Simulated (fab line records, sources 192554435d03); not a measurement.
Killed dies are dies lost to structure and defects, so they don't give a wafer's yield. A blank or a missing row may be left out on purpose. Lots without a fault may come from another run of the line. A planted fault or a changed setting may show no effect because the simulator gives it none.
One fault seen from 2 desks | flow n5_finfet | each desk has only its own numbers; what lay behind them comes last

THE TOOL OWNER'S DESK: wet_bench-06
The tool's own readings at N5_HKMG_FIN_WET_ETCH_18 (etches TiN in SC1, time 55 s, target depth 5.2 nm, rinse time 30 s): means of the sampled wafers that have a number, for each lot that ran on this tool. A lot is out of limits, marked OUT, if its mean lies more than 4 standard deviations from the usual mean; the brackets give that distance.
Columns: A = diw_flow_mL_min at N5_HKMG_FIN_WET_ETCH_18, usual 1071.4
lot  | first seen here | A
L922 | day 5 08:42     | 1071.0
L923 | day 5 16:04     | 1069.1
L925 | day 6 02:48     | 1071.8
L937 | day 9 03:33     | 1069.7
L939 | day 9 20:08     | 1069.6
L940 | day 10 05:34    | 1071.3
This desk's finding: nothing out of limits on any of the 6 lots.

THE METROLOGY DESK
What the gauges read, lot by lot, whatever tool the lot ran on: means of the sampled wafers that have a number. A lot is out of limits, marked OUT, if its mean lies more than 4 standard deviations from the usual mean; the brackets give that distance. Of its 10 readings 7 are shown: those that lie furthest out on some lot.
Columns: A = DIBL_N at N5_BEOL_M4_RC_MEAS_101, usual 36.5 mV/V; B = DIBL_P at N5_BEOL_M4_RC_MEAS_101, usual 36.6 mV/V; C = IOFF_P at N5_BEOL_M4_RC_MEAS_101, usual 0.21 nA/um; D = ION_P at N5_BEOL_M4_RC_MEAS_101, usual 460 uA/um; E = SS_N at N5_BEOL_M4_RC_MEAS_101, usual 71.6 mV/dec; F = SS_P at N5_BEOL_M4_RC_MEAS_101, usual 73.4 mV/dec; G = VT_P at N5_BEOL_M4_RC_MEAS_101, usual -250 mV
lot  | first seen here | A    | B    | C    | D   | E    | F    | G
L920 | day 8 13:14     | 35.6 | 36.1 | 0.21 | 465 | 71.6 | 73.1 | -251
L922 | day 9 04:07     | 36.1 | 35.4 | 0.21 | 459 | 71.0 | 73.5 | -249
L923 | day 9 12:04     | 36.1 | 36.9 | 0.22 | 467 | 72.4 | 73.3 | -249
L925 | day 9 18:21     | 36.4 | 36.2 | 0.20 | 459 | 71.9 | 73.3 | -252
L934 | day 12 05:22    | 36.4 | 36.4 | 0.18 | 448 | 71.5 | 72.8 | -255
L937 | day 13 01:34    | 35.8 | 35.9 | 0.20 | 455 | 71.5 | 74.0 | -254
L935 | day 13 01:41    | 38.6 | 39.3 | 0.25 | 465 | 71.9 | 74.0 | -250
L939 | day 13 16:08    | 37.4 | 36.8 | 0.23 | 460 | 71.6 | 73.4 | -249
L940 | day 13 20:43    | 35.7 | 35.4 | 0.20 | 454 | 72.0 | 72.3 | -251
This desk's finding: nothing out of limits on any of the 9 lots.

PUT TOGETHER
The tool owner's desk saw nothing out of limits.
The metrology desk saw nothing out of limits.

WHAT THE SIMULATOR HAD PUT IN
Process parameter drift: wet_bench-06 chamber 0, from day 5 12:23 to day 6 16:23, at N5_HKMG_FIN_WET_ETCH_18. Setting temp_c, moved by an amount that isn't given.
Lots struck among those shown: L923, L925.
